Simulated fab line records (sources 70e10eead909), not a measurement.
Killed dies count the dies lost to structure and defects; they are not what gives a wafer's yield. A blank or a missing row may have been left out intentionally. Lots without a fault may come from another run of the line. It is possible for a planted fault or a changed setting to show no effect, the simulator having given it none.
What tool caused it? | flow nand harc | 39 wafers from 13 lots sampled at 5 of the route's 1159 steps

## WHAT THE GAUGES READ, wafer by wafer
NHARC_END_SORT_01. Usual: killed at array 28, standard deviation 8.6; killed at other 0.7, standard deviation 1.2; killed at periphery 3.1, standard deviation 2.3; killed dies 32, standard deviation 8.7; killed open 3.2, standard deviation 1.7; killed short 2.0, standard deviation 1.5.
lot  | measured     | on        | killed at array | killed at other | killed at periphery | killed dies | killed open | killed short | flag
L394 | day 22 04:52 | prober-02 | 21 28 645       | 1 1 1           | 2 2 2               | 24 31 648   | 5 1 5       | 2 3 3        | OFF

## EACH LOT AND THE TOOL THAT RAN IT (in order: tool; ch and the chambers of the sampled wafers; start)
lot  | NHARC_A_STAIRCASE_DEP_301       | NHARC_A_STAIRCASE_ALD_415        | NHARC_A_STAIRCASE_ETCHBACK_416                | NHARC_A_STAIRCASE_DEP_151
L380 | pecvd-03 ch 1,2, day 12 02:29   | ald hk-04 ch 0,1,2, day 12 05:46 | rie diel-08 ch 0,1,3, day 12 20:31 or earlier | pecvd-04 ch 0,1,2, day 12 20:31
L382 | pecvd-01 ch 0,1,2, day 12 05:58 | ald hk-04 ch 1,2, day 12 10:53   | rie diel-04 ch 0,1, day 13 03:31 or earlier   | pecvd-03 ch 1,2, day 13 03:31
L381 | pecvd-01 ch 0,2, day 12 11:19   | ald hk-04 ch 0,2,3, day 12 14:13 | rie diel-08 ch 0,1,2, day 13 03:24 or earlier | pecvd-04 ch 0,2, day 13 03:24
L385 | pecvd-04 ch 0,1, day 12 16:25   | ald hk-04 ch 0,2,3, day 12 19:07 | rie diel-08 ch 1,2,3, day 13 09:36 or earlier | pecvd-04 ch 0,2, day 13 09:36
L383 | pecvd-01 ch 0,2, day 12 16:41   | ald hk-03 ch 0,1,2, day 12 20:19 | rie diel-08 ch 0,2,3, day 13 09:25 or earlier | pecvd-01 ch 0,2, day 13 09:25
L384 | pecvd-01 ch 0,1,2, day 12 23:59 | ald hk-01 ch 1,2,3, day 13 02:49 | rie diel-12 ch 0,1,3, day 13 17:16 or earlier | pecvd-04 ch 0,1, day 13 17:16
L387 | pecvd-04 ch 0,2, day 13 08:48   | ald hk-01 ch 0,1,2, day 13 11:44 | rie diel-08 ch 0,1,2, day 14 02:00 or earlier | pecvd-03 ch 0,2, day 14 02:00
L388 | pecvd-04 ch 0,1,2, day 13 13:37 | ald hk-04 ch 0,2, day 13 16:26   | rie diel-12 ch 0,2, day 14 06:43 or earlier   | pecvd-03 ch 0,2, day 14 06:43
L386 | pecvd-04 ch 0,1,2, day 13 17:55 | ald hk-03 ch 0,1,2, day 13 21:04 | rie diel-04 ch 2,3, day 14 11:29 or earlier   | pecvd-03 ch 0,2, day 14 11:29
L389 | pecvd-03 ch 0,1,2, day 14 00:58 | ald hk-01 ch 0,2,3, day 14 04:38 | rie diel-04 ch 0,1,3, day 14 18:46 or earlier | pecvd-03 ch 0,1,2, day 14 18:46
L390 | pecvd-01 ch 1,2, day 14 02:46   | ald hk-03 ch 0,1,2, day 14 05:35 | rie diel-04 ch 0,1, day 14 18:47 or earlier   | pecvd-04 ch 0,2, day 14 18:47
L391 | pecvd-01 ch 0,2, day 15 02:36   | ald hk-04 ch 1,2, day 15 05:33   | rie diel-12 ch 0,2, day 15 20:02 or earlier   | pecvd-01 ch 0,1, day 15 20:02
L394 | pecvd-04 ch 0,2, day 15 06:19   | ald hk-04 ch 0,1,3, day 15 11:22 | rie diel-04 ch 0,1,2, day 15 23:43 or earlier | pecvd-04 ch 0,1,2, day 15 23:43
- NHARC_A_STAIRCASE_DEP_301: deposits SiON, target thk 30 nm.
- NHARC_A_STAIRCASE_ALD_415: deposits SiO2, target thk 30 nm, pulse time 6 s, ald cycles 300.
- NHARC_A_STAIRCASE_ETCHBACK_416: etches the open film in C4F8/O2/Ar, target depth 36 nm, time 7.2 s.
- NHARC_A_STAIRCASE_DEP_151: deposits SiO2, target thk 3800 nm.

## WHAT THE TOOLS THEMSELVES READ (means of the sampled wafers that have a number; where no wafer has one, the mark that the record gives instead)
NHARC_A_STAIRCASE_DEP_301. Usual: heater power w 763 W, standard deviation 61.
lot  | tool     | heater power w (W) | flag
L380 | pecvd-03 | 793                |
L382 | pecvd-01 | 741                |
L381 | pecvd-01 | 744                |
L385 | pecvd-04 | 750                |
L383 | pecvd-01 | 731                |
L384 | pecvd-01 | 775                |
L387 | pecvd-04 | 799                |
L388 | pecvd-04 | 757                |
L386 | pecvd-04 | 756                |
L389 | pecvd-03 | 773                |
L390 | pecvd-01 | 788                |
L391 | pecvd-01 | 792                |
L394 | pecvd-04 | 758                |

NHARC_A_STAIRCASE_ALD_415. Usual: heater power w 457 W, standard deviation 36; precursor pulse height rel 1.001, standard deviation 0.02.
lot  | tool      | heater power w (W) | precursor pulse height rel | flag
L380 | ald hk-04 | 444                | 0.992                      |
L382 | ald hk-04 | 430                | 0.996                      |
L381 | ald hk-04 | 455                | 1.007                      |
L385 | ald hk-04 | 454                | 0.995                      |
L383 | ald hk-03 | 456                | 0.986                      |
L384 | ald hk-01 | 483                | 1.005                      |
L387 | ald hk-01 | 443                | 0.994                      |
L388 | ald hk-04 | 463                | 0.995                      |
L386 | ald hk-03 | 454                | 1.016                      |
L389 | ald hk-01 | 446                | 1.005                      |
L390 | ald hk-03 | 458                | 1.002                      |
L391 | ald hk-04 | 413                | 0.992                      |
L394 | ald hk-04 | 464                | 0.985                      |

NHARC_A_STAIRCASE_ETCHBACK_416. Usual: oes product au 0.932 a.u., standard deviation 0.024; rf vpp V 725 V, standard deviation 3.3.
lot  | tool        | oes product au (a.u.) | rf vpp V (V) | flag
L380 | rie diel-08 | 1.011                 | 727          | OFF
L382 | rie diel-04 | 0.929                 | 725          |
L381 | rie diel-08 | 0.923                 | 726          |
L385 | rie diel-08 | 0.926                 | 728          |
L383 | rie diel-08 | 0.921                 | 725          |
L384 | rie diel-12 | 0.924                 | 723          |
L387 | rie diel-08 | 0.923                 | 726          |
L388 | rie diel-12 | 0.938                 | 727          |
L386 | rie diel-04 | 0.937                 | 723          |
L389 | rie diel-04 | 0.928                 | 723          |
L390 | rie diel-04 | 0.912                 | 724          |
L391 | rie diel-12 | 0.923                 | 723          |
L394 | rie diel-04 | 0.915                 | 724          |

NHARC_A_STAIRCASE_DEP_151. Usual: heater power w 658 W, standard deviation 84.
lot  | tool     | heater power w (W) | flag
L380 | pecvd-04 | 649                |
L382 | pecvd-03 | 665                |
L381 | pecvd-04 | 640                |
L385 | pecvd-04 | 691                |
L383 | pecvd-01 | 629                |
L384 | pecvd-04 | 714                |
L387 | pecvd-03 | 616                |
L388 | pecvd-03 | 656                |
L386 | pecvd-03 | 573                |
L389 | pecvd-03 | 660                |
L390 | pecvd-04 | 643                |
L391 | pecvd-01 | 637                |
L394 | pecvd-04 | 670                |

## THE ANSWER, worked out from the rows above alone
Rule: lot off if the mean of its wafers having a number is beyond 3 standard deviations from the usual mean. Also off: a lot with no number at a reading for which 4 or more lots have one. Any other lot the step has rows for is counted as sound. The gauges are gone through in route order, then the tools' own readings, and for those a lot's mean is taken as printed above. At the first step where some lot is off, the reading lying furthest off is the one used; lots without a number count as furthest.
Off: L394 (NHARC_END_SORT_01, killed at array). Neither off nor sound, because the step has no rows for them: L380, L382, L381, L385, L383, L384, L387, L388, L386, L389, L390, L391.
A tool fits if, at a process step before that reading, it ran every lot that is off, and no sound lot after the first of them. Those tools and the gauges at NHARC_END_SORT_01 are tried in the same way. NHARC_A_STAIRCASE_ETCHBACK_416: start missing for some lots; hours and lot order therefore follow NHARC_A_STAIRCASE_DEP_151. Can't be told from this: 4 tools fit, pecvd-04 at NHARC_A_STAIRCASE_DEP_301 and NHARC_A_STAIRCASE_DEP_151, ald hk-04 at NHARC_A_STAIRCASE_ALD_415, rie diel-04 at NHARC_A_STAIRCASE_ETCHBACK_416, prober-02 at NHARC_END_SORT_01.

## WHAT THE SIMULATOR HAD PUT IN
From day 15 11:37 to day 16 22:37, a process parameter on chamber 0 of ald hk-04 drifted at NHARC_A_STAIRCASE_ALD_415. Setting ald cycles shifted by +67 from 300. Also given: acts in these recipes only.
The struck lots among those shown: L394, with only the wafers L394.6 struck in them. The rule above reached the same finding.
